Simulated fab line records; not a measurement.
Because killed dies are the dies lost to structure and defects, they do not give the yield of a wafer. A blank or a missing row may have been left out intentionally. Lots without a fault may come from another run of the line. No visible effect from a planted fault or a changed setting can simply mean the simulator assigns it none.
Chamber matching + flow n5_finfet + cmp-02 running N5_BEOL_M11_CMP_52: 4 sister chambers
The step polishes, stops on SiCOH lowk, t overpolish 7 s, target thk 140 nm. 4 wafers are shown with their chamber, then 7 later ones without.

WAFERS WITH THEIR CHAMBER
| wafer  | chamber | motor_current_A (A) |
|--------|---------|---------------------|
| L081.3 | 3       | 5.3                 |
| L093.2 | 1       | 5.2                 |
| L095.1 | 2       | 5.2                 |
| L095.4 | 0       | 5.8                 |

WAFERS MISSING THEIR CHAMBER
| wafer  | motor_current_A (A) |
|--------|---------------------|
| L095.5 | 5.5                 |
| L096.1 | 5.8                 |
| L096.2 | 5.2                 |
| L096.5 | 5.3                 |
| L097.2 | 5.1                 |
| L097.3 | 5.7                 |
| L097.5 | 5.1                 |

CHAMBER TAKEN BY EACH
| wafer  | from the rows above               | in truth |
|--------|-----------------------------------|----------|
| L095.5 | can't be placed: 3 or 0 or 1 or 2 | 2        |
| L096.1 | 0                                 | 0        |
| L096.2 | can't be placed: 1 or 2 or 3      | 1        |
| L096.5 | can't be placed: 3 or 1 or 2      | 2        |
| L097.2 | can't be placed: 1 or 2 or 3      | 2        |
| L097.3 | 0                                 | 0        |
| L097.5 | can't be placed: 1 or 2 or 3      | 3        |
2 of 7 placed correctly. Not placeable from these rows: 5 (in 5, the candidates include the true chamber). Wrongly placed: 0.
How it was worked out, from the rows above alone: a wafer's distance from a chamber is the root of the sum, over the readings, of the square of ((its reading less the chamber's mean) divided by the reading's scatter). If the next closest chamber is less than 2 further off than the closest, the wafer can't be placed; otherwise it belongs to the closest. A chamber's mean is the mean of its shown wafers. The scatter (one wafer shown for each chamber): square how far every hidden wafer sits from the nearest shown wafer, average those squares and take the square root.
